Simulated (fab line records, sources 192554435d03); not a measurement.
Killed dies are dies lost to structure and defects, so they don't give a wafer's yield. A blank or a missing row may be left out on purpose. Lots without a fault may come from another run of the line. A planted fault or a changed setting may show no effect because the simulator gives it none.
Which tool did it? | flow n5_finfet | 24 lots, 72 wafers sampled, at 4 steps of a route of 1938

WHAT THE GAUGES READ, wafer by wafer
N5_BEOL_M1_RS_MEAS_58: measures by four-point-probe.
lot  | measured     | on            | M1_RS (ohm/sq)
L075 | day 6 10:10  | film_metro-01 | 0.73 0.65 0.69
L074 | day 6 11:24  | film_metro-02 | 0.67 0.64 0.66
L076 | day 6 18:06  | film_metro-01 | 0.69 0.69 0.65
L077 | day 7 01:27  | film_metro-01 | 0.70 0.69 0.70
L078 | day 7 09:35  | film_metro-02 | 0.68 0.70 0.66
L079 | day 7 16:04  | film_metro-01 | 0.65 0.68 0.65
L080 | day 7 18:58  | film_metro-01 | 0.71 0.71 0.72
L081 | day 8 00:40  | film_metro-01 | 0.69 0.62 0.64
L082 | day 8 10:04  | film_metro-01 | 0.71 0.71 0.74
L083 | day 8 12:53  | film_metro-01 | 0.71 0.70 0.64
L084 | day 9 05:04  | film_metro-02 | 0.64 0.65 0.63
L085 | day 9 15:35  | film_metro-02 | 0.71 0.72 0.65
L086 | day 9 21:26  | film_metro-02 | 0.67 0.67 0.66
L087 | day 10 13:49 | film_metro-01 | 0.66 0.61 0.62
L088 | day 10 17:46 | film_metro-02 | 0.70 0.66 0.64
L089 | day 10 20:04 | film_metro-02 | 0.68 0.72 0.64
L091 | day 10 20:19 | film_metro-01 | 0.68 0.61 0.65
L090 | day 11 00:41 | film_metro-01 | 0.64 0.63 0.62
L092 | day 11 01:40 | film_metro-02 | 0.69 0.67 0.71
L093 | day 11 10:14 | film_metro-02 | 0.67 0.64 0.62
L094 | day 11 15:53 | film_metro-01 | 0.71 0.69 0.69
L095 | day 11 19:34 | film_metro-02 | 0.71 0.67 0.64
L096 | day 12 00:54 | film_metro-02 | 0.66 0.62 0.62
L097 | day 12 09:29 | film_metro-01 | 0.63 0.65 0.61

WHICH TOOL RAN EACH LOT (tool, then ch and the chambers of the sampled wafers, then the start)
lot  | N5_BEOL_M1_ANNEAL_49         | N5_BEOL_M1_ANNEAL_93         | N5_BEOL_M1_SPUTTER_96
L075 | pvd_sputter-02, day 6 07:11  | pvd_sputter-02, day 6 08:30  | pvd_sputter-02, day 6 08:52
L074 | pvd_sputter-03, day 6 08:40  | pvd_sputter-03, day 6 09:59  | pvd_sputter-03, day 6 10:21
L076 | pvd_sputter-03, day 6 15:23  | pvd_sputter-03, day 6 16:42  | pvd_sputter-03, day 6 17:04
L077 | pvd_sputter-01, day 6 22:42  | pvd_sputter-01, day 7 00:01  | pvd_sputter-01, day 7 00:23
L078 | pvd_sputter-01, day 7 06:50  | pvd_sputter-01, day 7 08:09  | pvd_sputter-01, day 7 08:31
L079 | pvd_sputter-03, day 7 13:19  | pvd_sputter-03, day 7 14:38  | pvd_sputter-03, day 7 14:59
L080 | pvd_sputter-03, day 7 16:11  | pvd_sputter-03, day 7 17:31  | pvd_sputter-03, day 7 17:52
L081 | pvd_sputter-01, day 7 21:48  | pvd_sputter-01, day 7 23:07  | pvd_sputter-01, day 7 23:29
L082 | pvd_sputter-03, day 8 07:19  | pvd_sputter-03, day 8 08:38  | pvd_sputter-03, day 8 09:00
L083 | pvd_sputter-01, day 8 10:10  | pvd_sputter-01, day 8 11:29  | pvd_sputter-01, day 8 11:50
L084 | pvd_sputter-02, day 9 02:19  | pvd_sputter-02, day 9 03:38  | pvd_sputter-02, day 9 04:00
L085 | pvd_sputter-03, day 9 12:14  | pvd_sputter-03, day 9 13:33  | pvd_sputter-03, day 9 13:55
L086 | pvd_sputter-02, day 9 18:37  | pvd_sputter-02, day 9 19:56  | pvd_sputter-02, day 9 20:18
L087 | pvd_sputter-01, day 10 10:56 | pvd_sputter-01, day 10 12:15 | pvd_sputter-01, day 10 12:37
L088 | pvd_sputter-02, day 10 14:56 | pvd_sputter-02, day 10 16:16 | pvd_sputter-02, day 10 16:37
L089 | pvd_sputter-01, day 10 17:19 | pvd_sputter-01, day 10 18:38 | pvd_sputter-01, day 10 18:59
L091 | pvd_sputter-03, day 10 17:34 | pvd_sputter-03, day 10 18:53 | pvd_sputter-03, day 10 19:15
L090 | pvd_sputter-03, day 10 21:16 | pvd_sputter-03, day 10 22:35 | pvd_sputter-03, day 10 22:57
L092 | pvd_sputter-01, day 10 22:56 | pvd_sputter-01, day 11 00:15 | pvd_sputter-01, day 11 00:37
L093 | pvd_sputter-01, day 11 07:31 | pvd_sputter-01, day 11 08:50 | pvd_sputter-01, day 11 09:11
L094 | pvd_sputter-01, day 11 11:59 | pvd_sputter-01, day 11 14:02 | pvd_sputter-01, day 11 14:46
L095 | pvd_sputter-03, day 11 16:34 | pvd_sputter-03, day 11 17:53 | pvd_sputter-03, day 11 18:14
L096 | pvd_sputter-01, day 11 22:07 | pvd_sputter-01, day 11 23:26 | pvd_sputter-01, day 11 23:47
L097 | pvd_sputter-03, day 12 06:34 | pvd_sputter-03, day 12 07:53 | pvd_sputter-03, day 12 08:15
- N5_BEOL_M1_ANNEAL_49: time 240 s.
- N5_BEOL_M1_ANNEAL_93: time 240 s.
- N5_BEOL_M1_SPUTTER_96: material Cu, target thk 4.5 nm, time 8.29 s.

WHAT THE TOOLS THEMSELVES READ (means of the sampled wafers that have a number; where no wafer has one, the mark that the record gives instead)
N5_BEOL_M1_ANNEAL_49.
lot  | tool           | heater_power_w (W)
L075 | pvd_sputter-02 | 859
L074 | pvd_sputter-03 | 852
L076 | pvd_sputter-03 | 858
L077 | pvd_sputter-01 | 875
L078 | pvd_sputter-01 | 856
L079 | pvd_sputter-03 | 884
L080 | pvd_sputter-03 | 862
L081 | pvd_sputter-01 | 829
L082 | pvd_sputter-03 | 849
L083 | pvd_sputter-01 | 863
L084 | pvd_sputter-02 | 889
L085 | pvd_sputter-03 | 886
L086 | pvd_sputter-02 | 866
L087 | pvd_sputter-01 | 845
L088 | pvd_sputter-02 | 877
L089 | pvd_sputter-01 | 831
L091 | pvd_sputter-03 | 881
L090 | pvd_sputter-03 | 865
L092 | pvd_sputter-01 | 834
L093 | pvd_sputter-01 | 865
L094 | pvd_sputter-01 | 922
L095 | pvd_sputter-03 | 867
L096 | pvd_sputter-01 | 863
L097 | pvd_sputter-03 | 915

N5_BEOL_M1_ANNEAL_93.
lot  | tool           | heater_power_w (W)
L075 | pvd_sputter-02 | 861
L074 | pvd_sputter-03 | 839
L076 | pvd_sputter-03 | 841
L077 | pvd_sputter-01 | 878
L078 | pvd_sputter-01 | 870
L079 | pvd_sputter-03 | 879
L080 | pvd_sputter-03 | 878
L081 | pvd_sputter-01 | 847
L082 | pvd_sputter-03 | 847
L083 | pvd_sputter-01 | 876
L084 | pvd_sputter-02 | 878
L085 | pvd_sputter-03 | 884
L086 | pvd_sputter-02 | 874
L087 | pvd_sputter-01 | 834
L088 | pvd_sputter-02 | 878
L089 | pvd_sputter-01 | 831
L091 | pvd_sputter-03 | 878
L090 | pvd_sputter-03 | 852
L092 | pvd_sputter-01 | 851
L093 | pvd_sputter-01 | 889
L094 | pvd_sputter-01 | 904
L095 | pvd_sputter-03 | 854
L096 | pvd_sputter-01 | 875
L097 | pvd_sputter-03 | 923

N5_BEOL_M1_SPUTTER_96.
lot  | tool           | chamber_pressure_pa (Pa) | substrate_temp_c (C) | throttle_valve_pct (%)
L075 | pvd_sputter-02 | 0.07006                  | -20.04               | 30.0
L074 | pvd_sputter-03 | 0.06993                  | -20.03               | 29.5
L076 | pvd_sputter-03 | 0.06981                  | -19.91               | 29.5
L077 | pvd_sputter-01 | 0.07001                  | -19.94               | 30.9
L078 | pvd_sputter-01 | 0.06996                  | -20.04               | 30.3
L079 | pvd_sputter-03 | 0.07011                  | -20.04               | 30.7
L080 | pvd_sputter-03 | 0.06994                  | -19.94               | 30.1
L081 | pvd_sputter-01 | 0.06994                  | -19.94               | 31.4
L082 | pvd_sputter-03 | 0.07006                  | -20.10               | 30.8
L083 | pvd_sputter-01 | 0.07015                  | -19.95               | 29.6
L084 | pvd_sputter-02 | 0.06989                  | -20.04               | 29.6
L085 | pvd_sputter-03 | 0.06999                  | -20.05               | 29.6
L086 | pvd_sputter-02 | 0.06982                  | -20.00               | 30.0
L087 | pvd_sputter-01 | 0.07005                  | -20.07               | 31.4
L088 | pvd_sputter-02 | 0.07001                  | -19.88               | 29.4
L089 | pvd_sputter-01 | 0.06994                  | -20.09               | 31.9
L091 | pvd_sputter-03 | 0.07005                  | -20.01               | 30.7
L090 | pvd_sputter-03 | 0.07005                  | -20.04               | 30.2
L092 | pvd_sputter-01 | 0.06989                  | -20.03               | 30.3
L093 | pvd_sputter-01 | 0.06989                  | -19.85               | 29.8
L094 | pvd_sputter-01 | 0.06996                  | -20.12               | 30.3
L095 | pvd_sputter-03 | 0.07000                  | -19.92               | 30.0
L096 | pvd_sputter-01 | 0.07011                  | -19.97               | 29.6
L097 | pvd_sputter-03 | 0.07007                  | -19.95               | 30.7

THE ANSWER, worked out from the rows above alone
Rule: what is usual is taken from the lots themselves. Put in order of their means at a reading, lots are off if they are a third of the lots or fewer, leave a main group of 4 or more, and stand apart from it by a gap of 3 or more times the standard deviation of the main group's means; of several such gaps the widest counts. A main group whose means are all the same, to the digits that the tables above print for the reading, isn't used. A lot without any number at a reading at which 4 lots or more have one is off too. The other lots that the step has rows for count as sound. The gauges are gone through in route order, then the tools' own readings, and for those a lot's mean is taken as printed above. The first step at which some lot is off is used, and at that step the reading that is off furthest; a lot without a number counts as furthest.
No lot is off at any reading shown: from this, nothing can be told.

WHAT THE SIMULATOR HAD PUT IN
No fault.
